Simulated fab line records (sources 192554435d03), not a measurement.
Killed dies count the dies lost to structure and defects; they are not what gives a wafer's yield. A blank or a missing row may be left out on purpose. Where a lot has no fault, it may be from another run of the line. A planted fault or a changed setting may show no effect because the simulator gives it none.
Lot-split experiment | flow n5 finfet | route with 1938 steps; 7 lots, 39 wafers read

== SPLIT DETAILS ==
At N5_ZERO_LAYER_PECVD_02 (deposits SiO2 from SiH4/N2O, target thk 10 nm, time 6 s), the setting time s was moved away from the recipe's 6 s on 18 of the 39 wafers read, by -59.9% to +53.0%. This setting was run at the recipe's value on the other wafers.

The split's own step is where the reading is taken.

== THE READING ==
SiO2_of_ZERO_LAYER_PECVD_02.thk nm (the simulator's own value, which no gauge read), in nm, at N5_ZERO_LAYER_PECVD_02 (deposits SiO2 from SiH4/N2O, target thk 10 nm, time 6 s). There is no usual value for it anywhere in the file. Here, 21 wafers ran the recipe; their average is 9.976 nm with a standard deviation of 0.18 nm.

wafer  | tool, chamber at the split | time s as run, s | against the recipe | SiO2_of_ZERO_LAYER_PECVD_02.thk nm, nm | against lot-mates on the recipe
L074.1 | pecvd-04, 1                | 2.408            | -59.9%             | 3.897                                  | -6.127
L074.2 | pecvd-04, 2                | 6                | recipe             | 10.04                                  | -
L074.3 | pecvd-04, 0                | 6                | recipe             | 9.983                                  | -
L074.4 | pecvd-04, 1                | 2.408            | -59.9%             | 3.911                                  | -6.113
L074.5 | pecvd-04, 2                | 6                | recipe             | 10.05                                  | -
L074.6 | pecvd-04, 0                | 2.408            | -59.9%             | 4.101                                  | -5.923
L075.1 | pecvd-03, 0                | 2.682            | -55.3%             | 4.446                                  | -5.498
L075.2 | pecvd-03, 1                | 6                | recipe             | 9.681                                  | -
L075.3 | pecvd-03, 1                | 2.682            | -55.3%             | 4.494                                  | -5.450
L075.4 | pecvd-03, 0                | 6                | recipe             | 10.12                                  | -
L075.5 | pecvd-03, 1                | 2.682            | -55.3%             | 4.611                                  | -5.333
L075.6 | pecvd-03, 0                | 6                | recipe             | 10.03                                  | -
L082.2 | pecvd-02, 0                | 6                | recipe             | 9.941                                  | -
L082.3 | pecvd-02, 2                | 6                | recipe             | 10.07                                  | -
L082.6 | pecvd-02, 0                | 6                | recipe             | 10.15                                  | -
L088.1 | pecvd-02, 1                | 6                | recipe             | 10.12                                  | -
L088.2 | pecvd-02, 2                | 8.635            | +43.9%             | 14.21                                  | +4.117
L088.3 | pecvd-02, 1                | 8.635            | +43.9%             | 14.36                                  | +4.267
L088.4 | pecvd-02, 2                | 6                | recipe             | 10.08                                  | -
L088.6 | pecvd-02, 2                | 6                | recipe             | 10.08                                  | -
L088.5 | pecvd-02, 1                | 8.635            | +43.9%             | 14.49                                  | +4.397
L089.1 | pecvd-02, 1                | 6                | recipe             | 9.967                                  | -
L089.2 | pecvd-02, 2                | 6                | recipe             | 10                                     | -
L089.3 | pecvd-02, 2                | 9.183            | +53.0%             | 15.5                                   | +5.498
L089.4 | pecvd-02, 1                | 6                | recipe             | 10.04                                  | -
L089.5 | pecvd-02, 1                | 9.183            | +53.0%             | 15.64                                  | +5.638
L089.6 | pecvd-02, 2                | 9.183            | +53.0%             | 15.41                                  | +5.408
L094.1 | pecvd-03, 0                | 4.245            | -29.2%             | 7.22                                   | -2.832
L094.2 | pecvd-03, 1                | 6                | recipe             | 9.903                                  | -
L094.3 | pecvd-03, 2                | 6                | recipe             | 9.854                                  | -
L094.4 | pecvd-03, 0                | 6                | recipe             | 10.4                                   | -
L094.5 | pecvd-03, 2                | 4.245            | -29.2%             | 7.071                                  | -2.981
L094.6 | pecvd-03, 1                | 4.245            | -29.2%             | 7.089                                  | -2.963
L096.1 | pecvd-02, 0                | 6                | recipe             | 9.627                                  | -
L096.5 | pecvd-02, 0                | 6                | recipe             | 9.627                                  | -
L096.2 | pecvd-02, 1                | 6                | recipe             | 9.728                                  | -
L096.3 | pecvd-02, 2                | 4.209            | -29.9%             | 6.812                                  | -2.849
L096.4 | pecvd-02, 1                | 4.209            | -29.9%             | 7.136                                  | -2.525
L096.6 | pecvd-02, 2                | 4.209            | -29.9%             | 7                                      | -2.661

FIT RESULTS
A straight line over all 39 wafers: SiO2_of_ZERO_LAYER_PECVD_02.thk nm changes by +0.101 nm for each +1% of time s; r = +1.00; the points scatter about the line by 0.17 nm.
The same after taking each lot's own level away (the mean of its wafers on the recipe; 39 wafers): +0.0998 nm for each +1%; r = +1.00; scatter 0.16 nm.
According to that fit, moving time s by its largest amount changes the reading by 6 nm.
The span of the lots' own levels, 9.6607 to 10.0933 nm, comes to 2.3 times the standard deviation stated above.
So the lot-to-lot level changes the slope little: the two slopes agree.
Check: with one of the wafers moved furthest among these (-59.9%) left out of the fit, the line predicts -5.92 nm for it against its lot-mates. It came out at -6.13 nm against them.

== THE FILE'S OWN FIT ==
SiO2_of_ZERO_LAYER_PECVD_02.thk nm changes by +0.0996 nm for each +1% of time s, r = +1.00.
